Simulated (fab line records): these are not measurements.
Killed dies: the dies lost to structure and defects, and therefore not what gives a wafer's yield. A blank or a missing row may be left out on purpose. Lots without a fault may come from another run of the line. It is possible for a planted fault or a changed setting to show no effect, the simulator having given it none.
Which tool is to blame? -- flow nand_harc -- 15 lots, 43 wafers sampled, at 4 steps of a route of 1302

WHAT THE GAUGES READ, wafer by wafer
NHARC_A_SOURCE_PLATE_THK_MEAS_09: measures by ellipsometry.
lot,measured,on,thk_nm (nm)
L819,day 7 07:22,film_metro-02,9.2 11.5 11.0
L821,day 8 01:38,film_metro-02,8.0 9.9 8.0
L822,day 8 09:08,film_metro-02,11.0 10.1 9.3
L823,day 8 16:42,film_metro-02,10.4 9.2 8.3
L824,day 9 03:13,film_metro-02,9.9 8.3 7.5
L820,day 9 13:57,film_metro-02,9.8 8.8 9.9
L825,day 9 20:35,film_metro-02,9.8 8.0 8.3
L826,day 10 03:28,film_metro-02,10.0 9.5 9.2
L833,day 13 02:30,film_metro-02,11.7 7.8
L834,day 13 15:31,film_metro-02,11.4 10.5 9.2
L836,day 14 01:13,film_metro-02,12.0 8.8
L837,day 14 09:41,film_metro-02,9.7 9.3 9.9
L839,day 15 12:02,film_metro-01,10.8 10.1 10.9
L841,day 16 04:47,film_metro-02,9.7 7.2 11.2
L842,day 16 13:49,film_metro-01,10.0 11.3 9.8

NHARC_A_ONON_D1_THK_MEAS_11: measures by ellipsometry.
lot,measured,on,thk_nm (nm)
L819,day 8 00:21,film_metro-01,1005 1007 1007
L821,day 8 16:32,film_metro-02,1008 1009 1008
L822,day 9 00:20,film_metro-01,988 988 989
L823,day 9 07:34,film_metro-02,1006 1006 1007
L824,day 9 21:34,film_metro-02,997 994 994
L820,day 10 07:23,film_metro-02,999 999 1001
L825,day 10 11:44,film_metro-01,988 988 991
L826,day 10 18:51,film_metro-02,1005 1006 1006
L833,day 13 19:40,film_metro-02,1010 893
L834,day 14 07:13,film_metro-02,988 871 872
L836,day 14 16:37,film_metro-02,995 878
L837,day 15 00:55,film_metro-01,993 994 993
L839,day 16 04:29,film_metro-01,1004 1004 1005
L841,day 16 19:45,film_metro-01,1000 998 1000
L842,day 17 04:58,film_metro-01,1007 1009 1007

WHAT TOOL EACH LOT RAN ON (gives the tool, then ch and the chambers of the sampled wafers, and finally the start)
lot,NHARC_P_BONDPAD_DEGAS_25,NHARC_A_ONON_D1_DEP_09
L819,"pvd_sputter-03, day 6 19:41","pecvd_onon-03 ch 0, day 7 23:53"
L821,"pvd_sputter-03, day 7 12:22","pecvd_onon-02 ch 0, day 8 16:02"
L822,"pvd_sputter-03, day 7 21:56","pecvd_onon-01 ch 0, day 8 23:49"
L823,"pvd_sputter-01, day 8 05:01","pecvd_onon-03 ch 0, day 9 07:07"
L824,"pvd_sputter-03, day 8 15:28","pecvd_onon-02 ch 0, day 9 21:10"
L820,"pvd_sputter-02, day 9 02:53","pecvd_onon-03 ch 0, day 10 06:53"
L825,"pvd_sputter-02, day 9 06:23","pecvd_onon-01 ch 0, day 10 11:13"
L826,"pvd_sputter-03, day 9 13:14","pecvd_onon-01 ch 0, day 10 18:24"
L833,"pvd_sputter-01, day 12 14:25","pecvd_onon-01 ch 0, day 13 19:08"
L834,"pvd_sputter-02, day 13 04:26","pecvd_onon-01 ch 0, day 14 06:42"
L836,"pvd_sputter-01, day 13 13:29","pecvd_onon-01 ch 0, day 14 16:10"
L837,"pvd_sputter-03, day 13 22:02","pecvd_onon-02 ch 0, day 15 00:28"
L839,"pvd_sputter-02, day 15 00:16","pecvd_onon-02 ch 0, day 16 03:59"
L841,"pvd_sputter-01, day 15 17:13","pecvd_onon-03 ch 0, day 16 19:14"
L842,"pvd_sputter-03, day 16 02:37","pecvd_onon-03 ch 0, day 17 04:28"
- NHARC_P_BONDPAD_DEGAS_25: time 60 s.
- NHARC_A_ONON_D1_DEP_09: target thk 1000 nm.

WHAT THE TOOLS THEMSELVES READ (means of the sampled wafers that have a number; where no wafer has one, the mark that the record gives instead)
NHARC_P_BONDPAD_DEGAS_25.
lot,tool,heater_power_w (W)
L819,pvd_sputter-03,450
L821,pvd_sputter-03,433
L822,pvd_sputter-03,468
L823,pvd_sputter-01,475
L824,pvd_sputter-03,450
L820,pvd_sputter-02,437
L825,pvd_sputter-02,440
L826,pvd_sputter-03,497
L833,pvd_sputter-01,436
L834,pvd_sputter-02,427
L836,pvd_sputter-01,502
L837,pvd_sputter-03,469
L839,pvd_sputter-02,452
L841,pvd_sputter-01,477
L842,pvd_sputter-03,440

THE ANSWER, worked out from the rows above alone
Rule: the lots themselves supply what counts as usual. The widest of any qualifying gaps counts: lots, ordered by their means at a reading, are off when they make up no more than a third of the lots, leave a main group of 4 or more, and stand apart from it by 3 or more times the standard deviation of that group's means. A main group whose means are all the same, to the digits that the tables above print for the reading, isn't used. Also off: a lot with no number at a reading for which 4 or more lots have one. The other lots that the step has rows for count as sound. The gauges are gone through in route order, then the tools' own readings, and for those a lot's mean is taken as printed above. The first step at which some lot is off is used, and at that step the reading that is off furthest; a lot without a number counts as furthest.
Off at NHARC_A_ONON_D1_THK_MEAS_11 (thk_nm): L833, L834, L836. Mean 1000 nm and standard deviation 7 in the main group.
If a tool, at a process step before that reading, ran all the lots that are off and no sound lot after the first of them, it fits. The gauges at NHARC_A_ONON_D1_THK_MEAS_11 are tried like those tools. 2 tools fit, pecvd_onon-01 at NHARC_A_ONON_D1_DEP_09 and film_metro-02 at NHARC_A_ONON_D1_THK_MEAS_11, so this cannot tell which one it is.

WHAT THE SIMULATOR HAD INSERTED
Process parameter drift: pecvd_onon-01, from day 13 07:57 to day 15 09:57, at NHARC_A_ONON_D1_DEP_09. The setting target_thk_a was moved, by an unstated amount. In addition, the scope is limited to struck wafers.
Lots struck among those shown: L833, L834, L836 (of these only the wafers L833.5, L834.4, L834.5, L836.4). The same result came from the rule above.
